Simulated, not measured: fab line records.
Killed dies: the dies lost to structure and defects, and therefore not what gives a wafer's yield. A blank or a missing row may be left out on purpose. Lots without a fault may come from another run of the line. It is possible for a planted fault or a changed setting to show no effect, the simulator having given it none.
Which of the tools did it? -- flow nand-harc -- 24 lots, 72 wafers sampled, at 6 steps of a route of 1302

WHAT THE GAUGES SHOWED, per wafer
NHARC_P_M0_THK_MEAS_24: measures by xrf.
lot,measured,on,thk-nm (nm)
L074,day 6 12:37,film-metro-02,119.6 116.4 117.2
L075,day 6 18:46,film-metro-02,117.6 119.7 116.6
L076,day 7 04:32,film-metro-02,116.4 118.2 119.3
L077,day 7 10:23,film-metro-02,119.3 113.8 117.8
L078,day 7 20:41,film-metro-02,121.0 117.6 116.7
L079,day 8 21:08,film-metro-02,117.6 117.0 118.4
L080,day 9 09:45,film-metro-02,114.7 117.7 115.7
L081,day 9 16:01,film-metro-02,121.2 117.2 118.4
L082,day 9 18:47,film-metro-01,117.4 116.5 116.4
L084,day 10 07:14,film-metro-02,119.5 120.2 122.4
L083,day 10 08:21,film-metro-01,116.2 117.7 118.8
L085,day 11 00:40,film-metro-02,117.5 117.5 115.0
L086,day 11 08:13,film-metro-01,117.7 116.1 113.5
L087,day 11 09:47,film-metro-02,117.2 116.7 119.0
L088,day 12 09:49,film-metro-01,115.5 117.9 118.4
L089,day 12 15:11,film-metro-01,118.0 117.9 118.0
L090,day 13 03:00,film-metro-02,117.9 119.4 118.9
L091,day 13 03:39,film-metro-02,117.2 119.2 118.5
L092,day 13 15:43,film-metro-02,118.4 115.6 119.1
L093,day 14 08:44,film-metro-02,116.0 121.1 119.8
L094,day 14 12:43,film-metro-02,115.5 115.4 116.8
L095,day 15 06:40,film-metro-02,118.1 119.1 115.0
L096,day 15 08:22,film-metro-02,116.2 115.8 118.2
L097,day 15 15:58,film-metro-02,121.2 116.6 117.3

NHARC_P_M1_CD_MEAS_16.
lot,measured,on,cd-nm (nm)
L074,day 6 14:41,cd-sem-01,131.3 132.1 131.2
L075,day 6 21:01,cd-sem-01,128.4 130.1 128.7
L076,day 7 06:35,cd-sem-01,130.3 128.0 129.3
L077,day 7 12:25,cd-sem-03,131.1 131.3 129.8
L078,day 7 22:38,cd-sem-01,129.5 128.9 128.6
L079,day 8 23:11,cd-sem-03,130.0 130.0 128.8
L080,day 9 11:47,cd-sem-02,129.9 130.4 129.0
L081,day 9 18:05,cd-sem-02,130.2 131.8 130.2
L082,day 9 20:50,cd-sem-03,129.4 130.5 129.7
L084,day 10 09:08,cd-sem-02,129.8 130.8 130.2
L083,day 10 10:23,cd-sem-01,131.4 129.1 131.1
L085,day 11 02:40,cd-sem-02,130.6 130.9 130.9
L086,day 11 10:08,cd-sem-01,129.7 128.4 130.2
L087,day 11 11:49,cd-sem-03,130.0 129.6 130.0
L088,day 12 11:54,cd-sem-02,129.6 129.1 130.3
L089,day 12 17:14,cd-sem-01,129.5 130.4 129.3
L090,day 13 05:05,cd-sem-01,129.5 129.9 130.6
L091,day 13 05:44,cd-sem-03,129.6 130.4 130.4
L092,day 13 17:44,cd-sem-02,130.2 130.0 129.4
L093,day 14 10:39,cd-sem-01,128.2 129.1 130.1
L094,day 14 14:46,cd-sem-01,130.1 128.3 130.4
L095,day 15 08:44,cd-sem-01,129.6 130.4 130.0
L096,day 15 10:26,cd-sem-03,127.8 130.1 128.3
L097,day 15 18:01,cd-sem-03,130.8 130.3 130.3

NHARC_P_M2_THK_MEAS_24: measures by xrf.
lot,measured,on,thk-nm (nm)
L074,day 6 21:15,film-metro-02,143.3 144.2 145.5
L075,day 7 03:09,film-metro-02,144.0 144.2 140.9
L076,day 7 12:50,film-metro-02,145.3 144.5 146.4
L077,day 7 18:44,film-metro-02,146.4 147.8 143.7
L078,day 8 04:55,film-metro-02,146.4 143.4 144.4
L079,day 9 05:46,film-metro-02,144.5 143.5 144.6
L080,day 9 17:57,film-metro-02,142.0 144.4 143.0
L081,day 10 00:14,film-metro-01,143.3 141.7 142.7
L082,day 10 03:06,film-metro-01,143.2 143.4 144.1
L084,day 10 15:17,film-metro-01,144.3 143.6 143.5
L083,day 10 16:50,film-metro-02,144.4 144.2 143.5
L085,day 11 09:26,film-metro-01,142.4 144.5 145.7
L086,day 11 16:28,film-metro-02,139.3 142.5 143.6
L087,day 11 18:16,film-metro-01,143.6 144.9 146.3
L088,day 12 18:07,film-metro-02,143.4 144.4 145.2
L089,day 12 23:28,film-metro-01,143.1 143.4 142.7
L090,day 13 11:23,film-metro-01,144.0 145.6 143.1
L091,day 13 11:53,film-metro-01,146.2 143.6 143.7
L092,day 13 23:59,film-metro-01,144.3 144.4 146.9
L093,day 14 16:50,film-metro-02,144.9 144.4 143.5
L094,day 14 21:04,film-metro-02,143.9 144.7 143.2
L095,day 15 15:01,film-metro-01,144.8 145.0 144.8
L096,day 15 16:35,film-metro-01,146.5 144.2 145.8
L097,day 16 00:20,film-metro-02,143.0 143.1 146.1

WHAT TOOL EACH LOT RAN ON (gives the tool, then ch and the chambers of the sampled wafers, and finally the start)
lot,NHARC_P_M0_PRE_CLEAN_31,NHARC_P_M1_DESCUM_14,NHARC_P_M2_ETCH_35
L074,"pecvd-02 ch 0,1,2, day 6 12:52","rie-diel-10 ch 0,1,2, day 6 14:23","rie-diel-09 ch 0,2,3, day 6 18:55"
L075,"pecvd-02 ch 1,2, day 6 19:04","rie-diel-10 ch 0,3, day 6 20:42","rie-diel-04 ch 0,1, day 7 00:49"
L076,"pecvd-01 ch 0,1,2, day 7 04:47","rie-diel-12 ch 0,1,2, day 7 06:17","rie-diel-09 ch 0,1,3, day 7 10:31"
L077,"pecvd-04 ch 0,1,2, day 7 10:36","rie-diel-12 ch 0,2,3, day 7 12:07","rie-diel-09 ch 1,2,3, day 7 16:20"
L078,"pecvd-04 ch 0,1,2, day 7 20:55","rie-diel-10 ch 0,1,2, day 7 22:18","rie-diel-09 ch 0,1,3, day 8 02:33"
L079,"pecvd-04 ch 0,1, day 8 21:21","rie-diel-12 ch 0,1,3, day 8 22:53","rie-diel-09 ch 2,3, day 9 03:27"
L080,"pecvd-01 ch 0,1, day 9 09:59","rie-diel-12 ch 1,2,3, day 9 11:29","rie-diel-04 ch 1,2,3, day 9 15:35"
L081,"pecvd-04 ch 0,1, day 9 16:15","rie-diel-12 ch 0,3, day 9 17:47","rie-diel-13 ch 2,3, day 9 21:53"
L082,"pecvd-02 ch 1,2, day 9 19:02","rie-diel-12 ch 0,3, day 9 20:32","rie-diel-09 ch 1,3, day 10 00:46"
L084,"pecvd-02 ch 0,2, day 10 07:27","rie-diel-12 ch 0,1, day 10 08:50","rie-diel-04 ch 2,3, day 10 12:57"
L083,"pecvd-01 ch 0,1,2, day 10 08:34","rie-diel-10 ch 0,2,3, day 10 10:05","rie-diel-09 ch 0,2,3, day 10 14:31"
L085,"pecvd-02 ch 0,1,2, day 11 00:53","rie-diel-10 ch 0,2,3, day 11 02:22","rie-diel-09 ch 0,2, day 11 06:37"
L086,"pecvd-04 ch 1,2, day 11 08:26","rie-diel-12 ch 2,3, day 11 09:49","rie-diel-09 ch 1,2,3, day 11 14:08"
L087,"pecvd-02 ch 0,1, day 11 10:00","rie-diel-12 ch 1,3, day 11 11:31","rie-diel-13 ch 2,3, day 11 15:46"
L088,"pecvd-02 ch 0,1,2, day 12 10:04","rie-diel-11 ch 2,3, day 12 11:33","rie-diel-09 ch 0,3, day 12 15:47"
L089,"pecvd-01 ch 0,1, day 12 15:26","rie-diel-12 ch 0,3, day 12 16:55","rie-diel-04 ch 0,2,3, day 12 21:02"
L090,"pecvd-02 ch 0,1,2, day 13 03:14","rie-diel-12 ch 0,2,3, day 13 04:47","rie-diel-13 ch 1,3, day 13 09:04"
L091,"pecvd-02 ch 0,1,2, day 13 03:53","rie-diel-12 ch 1,2,3, day 13 05:25","rie-diel-13 ch 0,1,3, day 13 09:32"
L092,"pecvd-04 ch 0,1,2, day 13 15:58","rie-diel-10 ch 0,1,2, day 13 17:26","rie-diel-09 ch 1,2, day 13 21:38"
L093,"pecvd-02 ch 0,1,2, day 14 08:57","rie-diel-11 ch 1,2,3, day 14 10:21","rie-diel-13 ch 0,1,3, day 14 14:29"
L094,"pecvd-02 ch 1,2, day 14 12:56","rie-diel-10 ch 1,3, day 14 14:28","rie-diel-13 ch 1,2, day 14 18:34"
L095,"pecvd-01 ch 0,1, day 15 06:54","rie-diel-10 ch 0,3, day 15 08:25","rie-diel-04 ch 0,1,2, day 15 12:40"
L096,"pecvd-02 ch 0,1,2, day 15 08:37","rie-diel-12 ch 0,2, day 15 10:07","rie-diel-09 ch 0,2, day 15 14:16"
L097,"pecvd-01 ch 0,1, day 15 16:11","rie-diel-10 ch 0,1,2, day 15 17:42","rie-diel-13 ch 0,1,2, day 15 21:58"
- NHARC_P_M0_PRE_CLEAN_31: time 12 s.
- NHARC_P_M1_DESCUM_14: chemistry O2, time 3 s.
- NHARC_P_M2_ETCH_35: etches the open film in N2/H2, target depth 40 nm, overetch 12 nm, time 43.94 s.

AS READ BY THE TOOLS THEMSELVES (means over the sampled wafers that have a number; for cases with no such wafer, the mark the record gives instead)
NHARC_P_M0_PRE_CLEAN_31.
lot,tool,heater-power-w (W)
L074,pecvd-02,629
L075,pecvd-02,602
L076,pecvd-01,651
L077,pecvd-04,703
L078,pecvd-04,684
L079,pecvd-04,641
L080,pecvd-01,652
L081,pecvd-04,677
L082,pecvd-02,637
L084,pecvd-02,629
L083,pecvd-01,652
L085,pecvd-02,585
L086,pecvd-04,579
L087,pecvd-02,558
L088,pecvd-02,643
L089,pecvd-01,614
L090,pecvd-02,644
L091,pecvd-02,622
L092,pecvd-04,682
L093,pecvd-02,568
L094,pecvd-02,639
L095,pecvd-01,677
L096,pecvd-02,572
L097,pecvd-01,680

NHARC_P_M1_DESCUM_14.
lot,tool,drypump-motor-current-A (A),oes-product-au (a.u.),rf-vpp-V (V),showerhead-plenum-p-Torr (Torr),throttle-valve-pct (%)
L074,rie-diel-10,5.5,0.990,58.1,1.93,11.303
L075,rie-diel-10,5.9,0.999,57.5,1.87,11.317
L076,rie-diel-12,5.8,1.009,57.3,1.91,11.312
L077,rie-diel-12,5.9,1.007,58.2,1.92,11.311
L078,rie-diel-10,5.4,0.996,58.2,1.93,11.317
L079,rie-diel-12,5.9,1.003,58.1,1.94,11.313
L080,rie-diel-12,6.3,1.009,57.8,1.89,11.313
L081,rie-diel-12,6.0,1.020,57.8,1.95,11.316
L082,rie-diel-12,5.5,1.000,57.9,1.97,11.309
L084,rie-diel-12,5.4,1.006,57.9,1.95,11.304
L083,rie-diel-10,5.7,0.995,57.9,1.91,11.303
L085,rie-diel-10,5.7,0.995,58.0,1.91,11.307
L086,rie-diel-12,6.3,0.999,56.7,1.87,11.314
L087,rie-diel-12,6.4,1.013,58.1,1.93,11.322
L088,rie-diel-11,5.5,1.004,57.1,1.84,11.317
L089,rie-diel-12,6.0,0.998,57.9,1.95,11.308
L090,rie-diel-12,5.9,1.000,58.5,1.92,11.313
L091,rie-diel-12,6.3,1.009,57.8,1.89,11.313
L092,rie-diel-10,5.5,0.989,58.2,1.92,11.309
L093,rie-diel-11,5.6,0.996,58.3,1.82,11.310
L094,rie-diel-10,5.6,0.985,57.6,1.86,11.316
L095,rie-diel-10,5.9,0.993,58.1,1.86,11.311
L096,rie-diel-12,5.8,1.001,57.6,1.89,11.306
L097,rie-diel-10,5.5,0.996,58.2,1.92,11.316

NHARC_P_M2_ETCH_35.
lot,tool,drypump-motor-current-A (A),oes-product-au (a.u.),rf-vpp-V (V),showerhead-plenum-p-Torr (Torr),throttle-valve-pct (%)
L074,rie-diel-09,5.3,1.003,430.9,2.06,14.177
L075,rie-diel-04,5.4,0.999,429.8,2.00,14.170
L076,rie-diel-09,5.6,0.992,431.4,2.07,14.164
L077,rie-diel-09,5.5,1.002,431.8,2.11,14.166
L078,rie-diel-09,5.7,0.997,431.4,2.07,14.159
L079,rie-diel-09,5.0,1.006,430.3,2.05,14.169
L080,rie-diel-04,5.6,1.005,429.6,2.00,14.178
L081,rie-diel-13,5.8,1.012,428.1,1.95,14.171
L082,rie-diel-09,5.4,0.989,431.3,2.06,14.179
L084,rie-diel-04,6.1,0.995,428.3,1.97,14.172
L083,rie-diel-09,5.3,0.997,430.6,2.06,14.171
L085,rie-diel-09,5.6,1.003,431.7,2.06,14.172
L086,rie-diel-09,5.5,0.998,432.6,2.11,14.166
L087,rie-diel-13,5.8,1.006,428.4,1.95,14.170
L088,rie-diel-09,5.2,1.008,430.1,2.01,14.177
L089,rie-diel-04,5.7,1.005,429.5,2.01,14.172
L090,rie-diel-13,5.4,1.001,428.6,1.95,14.168
L091,rie-diel-13,5.5,1.003,429.4,1.94,14.168
L092,rie-diel-09,5.6,1.001,433.1,2.15,14.165
L093,rie-diel-13,5.4,1.005,427.1,1.94,14.168
L094,rie-diel-13,5.3,1.003,427.9,1.95,14.167
L095,rie-diel-04,5.8,0.997,428.6,1.97,14.170
L096,rie-diel-09,5.6,1.002,431.2,2.06,14.174
L097,rie-diel-13,5.4,0.996,427.8,1.94,14.178

THE ANSWER, worked out from the rows above alone
Rule: the usual values come from the lots themselves. Put in order of their means at a reading, lots are off if they are a third of the lots or fewer, leave a main group of 4 or more, and stand apart from it by a gap of 3 or more times the standard deviation of the main group's means; of several such gaps the widest counts. Not used: any main group whose means are identical at the precision the tables above print for the reading. A lot without any number at a reading at which 4 lots or more have one is off too. The other lots that the step has rows for count as sound. The gauges are gone through in route order, then the tools' own readings, and for those a lot's mean is taken as printed above. The first step at which some lot is off is used, and at that step the reading that is off furthest; a lot without a number counts as furthest.
No lot is off at any reading shown: from this, nothing can be told.

WHAT WAS PUT IN BY THE SIMULATOR
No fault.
